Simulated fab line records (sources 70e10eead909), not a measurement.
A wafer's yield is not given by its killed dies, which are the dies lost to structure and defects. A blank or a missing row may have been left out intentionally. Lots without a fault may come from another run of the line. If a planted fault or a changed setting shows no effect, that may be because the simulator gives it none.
Matching of chambers ; flow nand harc ; NHARC_P_CONTACT_DESCUM_17 on rie diel-06: 4 sister chambers
The step chemistry O2, time 3 s. 7 wafers are shown with their chamber, then 8 later ones without.

EACH WAFER AND ITS CHAMBER
wafer;chamber;drypump motor current A (A);rf vpp V (V)
L084.5;0;6.1;58.4
L084.6;1;6.0;57.1
L087.2;1;5.9;59.1
L089.1;3;4.6;57.5
L089.2;2;5.5;56.0
L089.6;2;5.5;57.4
L090.1;3;4.6;58.2

WAFERS MISSING THEIR CHAMBER
wafer;drypump motor current A (A);rf vpp V (V)
L090.4;5.9;55.8
L090.6;5.9;58.5
L094.1;5.5;56.2
L094.4;6.1;59.7
L094.5;6.0;59.8
L096.2;4.6;58.6
L096.4;5.5;57.4
L096.6;5.5;57.7

EACH ONE'S CHAMBER
wafer;from the rows above;in truth
L090.4;1;1
L090.6;1;1
L094.1;2;2
L094.4;0;0
L094.5;can't be placed: 1 or 0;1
L096.2;3;3
L096.4;2;2
L096.6;2;2
Placed correctly: 7 of 8. Cannot be placed on the basis of these rows: 1; the candidates contain the true chamber in 1. Placed wrongly: 0.
How it was worked out, from the rows above alone: a wafer's distance from a chamber is the root of the sum, over the readings, of the square of ((its reading less the chamber's mean) divided by the reading's scatter). The wafer belongs to the nearest chamber; if the next one is less than 2 further off, it can't be placed. Each chamber's mean is taken over the wafers shown for it. The scatter is the square root of a quotient: the sum, over the shown wafers, of each reading's squared deviation from its chamber's mean, divided by wafers minus chambers.
